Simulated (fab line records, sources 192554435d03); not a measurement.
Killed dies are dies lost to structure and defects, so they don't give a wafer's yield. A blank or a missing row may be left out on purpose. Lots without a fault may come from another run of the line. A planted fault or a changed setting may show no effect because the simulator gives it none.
Split-lot experiment | flow n5_finfet | 7 lots, 39 wafers read, on a route of 1938 steps

THE SPLIT
At N5_FIN_SAQP_HM_DEP_72 (deposits SiO2 from SiH4/N2O, target thk 12 nm, time 7.2 s), the setting time_s was moved away from the recipe's 7.2 s on 12 of the 39 wafers read, by -13.5% to +15.5%. The other wafers ran this setting at the recipe's value.

FROM THE SPLIT TO THE READING: what the file shows between them, 4 steps
- N5_FIN_SAQP_COAT_49: time 60 s, resist thk 100 nm
- N5_FIN_SAQP_COAT_50: time 60 s, resist thk 35 nm
- N5_FIN_SAQP_ETCH_52: etches SOC in N2/H2, target depth 100 nm, overetch 20 nm, time 150 s
- N5_FIN_SAQP_STRIP_53: strips in N2/H2

THE READING
etch.depth_nm (the simulator's own value, which no gauge read), in nm, at N5_FIN_SAQP_HM_OPEN_73 (chemistry CHF3/O2, target SiO2, stops on a-Si, target depth 12 nm, time 16.8 s). The file gives no usual value for it. The 27 wafers here that ran the recipe average 12.07 nm, standard deviation 0.23 nm.

wafer  | tool, chamber at the split | time_s as run, s | against the recipe | etch.depth_nm, nm | against lot-mates on the recipe
L083.1 | pecvd-01, 2                | 7.2              | recipe             | 11.77             | -
L083.2 | pecvd-01, 1                | 7.2              | recipe             | 11.76             | -
L083.3 | pecvd-01, 0                | 7.2              | recipe             | 11.93             | -
L083.4 | pecvd-01, 2                | 7.2              | recipe             | 12.2              | -
L083.5 | pecvd-01, 0                | 7.2              | recipe             | 12.33             | -
L083.6 | pecvd-01, 1                | 7.2              | recipe             | 12.15             | -
L084.1 | pecvd-03, 1                | 7.2              | recipe             | 11.99             | -
L084.2 | pecvd-03, 0                | 7.2              | recipe             | 11.66             | -
L084.3 | pecvd-03, 2                | 7.2              | recipe             | 12.21             | -
L084.4 | pecvd-03, 1,0              | 7.2              | recipe             | 12.16             | -
L084.5 | pecvd-03, 1,0              | 7.2              | recipe             | 12.16             | -
L084.6 | pecvd-03, 2                | 7.2              | recipe             | 12.3              | -
L087.1 | pecvd-03, 1                | 7.2              | recipe             | 12.17             | -
L087.2 | pecvd-03, 2                | 6.228            | -13.5%             | 10.57             | -1.58
L087.3 | pecvd-03, 0                | 7.2              | recipe             | 12.05             | -
L087.4 | pecvd-03, 0                | 6.228            | -13.5%             | 10.46             | -1.69
L087.5 | pecvd-03, 2                | 6.228            | -13.5%             | 10.78             | -1.37
L087.6 | pecvd-03, 1                | 7.2              | recipe             | 12.24             | -
L088.1 | pecvd-01, 1                | 7.2              | recipe             | 11.91             | -
L088.2 | pecvd-01, 2                | 7.507            | +4.3%              | 12.6              | +0.40
L088.3 | pecvd-01, 0                | 7.507            | +4.3%              | 12.8              | +0.60
L088.4 | pecvd-01, 2                | 7.2              | recipe             | 12.22             | -
L088.5 | pecvd-01, 1                | 7.507            | +4.3%              | 12.77             | +0.57
L088.6 | pecvd-01, 0                | 7.2              | recipe             | 12.46             | -
L089.1 | pecvd-03, 0                | 7.2              | recipe             | 11.68             | -
L089.2 | pecvd-03, 1                | 6.846            | -4.9%              | 11.28             | -0.62
L089.3 | pecvd-03, 2                | 6.846            | -4.9%              | 11.48             | -0.42
L089.4 | pecvd-03, 2                | 7.2              | recipe             | 12.14             | -
L089.5 | pecvd-03, 0                | 7.2              | recipe             | 11.89             | -
L089.6 | pecvd-03, 1                | 6.846            | -4.9%              | 11.51             | -0.39
L095.1 | pecvd-01, 0,2              | 8.313            | +15.5%             | 13.81             | +1.70
L095.3 | pecvd-01, 0,2              | 8.313            | +15.5%             | 13.81             | +1.70
L095.2 | pecvd-01, 1                | 7.2              | recipe             | 11.87             | -
L095.4 | pecvd-01, 1                | 8.313            | +15.5%             | 13.83             | +1.72
L095.5 | pecvd-01, 2                | 7.2              | recipe             | 12.16             | -
L095.6 | pecvd-01, 0                | 7.2              | recipe             | 12.31             | -
L097.1 | pecvd-03, 2                | 7.2              | recipe             | 12.14             | -
L097.3 | pecvd-03, 0                | 7.2              | recipe             | 11.63             | -
L097.6 | pecvd-03, 2                | 7.2              | recipe             | 12.39             | -
Where a row lists several chambers, the file gives one row for several wafers and doesn't say which wafer went through which chamber.

THE FIT
A straight line over all 39 wafers: etch.depth_nm changes by +0.114 nm for each +1% of time_s; r = +0.96; the points scatter about the line by 0.21 nm.
The same after taking each lot's own level away (the mean of its wafers on the recipe; 39 wafers): +0.112 nm for each +1%; r = +0.96; scatter 0.19 nm.
On that fit, the largest move of time_s shifts the reading by 1.7 nm.
The lots' own levels span 11.903 to 12.197 nm, that is 1.3 times the standard deviation above.
So the lot-to-lot level changes the slope little: the two slopes agree.
Check: with one of the wafers moved furthest among these (+15.5%) left out of the fit, the line predicts +1.74 nm for it against its lot-mates. It came out at +1.7 nm against them.

OTHER SPLITS ON THESE WAFERS
These wafers also went through other splits before the reading. Each is held against what the fit with the lots' levels taken away leaves over:
other split on the same wafers    | wafers away from the commonest value | r with etch.depth_nm (lot level and that fit taken away)
N5_WELL_APT_IMPLANT_15 energy_kev | 9                                    | -0.06

THE WHOLE CHAIN: every reading that the file lists as answering this split, in the file's order
step                   | what it does                                                                   | reading                                                                            | change (the file's fit)               | r (the file's)
N5_FIN_SAQP_HM_DEP_72  | deposits SiO2 from SiH4/N2O, target thk 12 nm, time 7.2 s                      | SiO2_of_FIN_SAQP_HM_DEP_72.thk_nm (the simulator's own value, which no gauge read) | +0.112 nm for each +1% of the setting | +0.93
N5_FIN_SAQP_HM_OPEN_73 | chemistry CHF3/O2, target SiO2, stops on a-Si, target depth 12 nm, time 16.8 s | etch.depth_nm (the simulator's own value, which no gauge read)                     | +0.112 nm for each +1% of the setting | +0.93

THE FILE'S OWN FIT
etch.depth_nm changes by +0.112 nm for each +1% of time_s, r = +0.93.
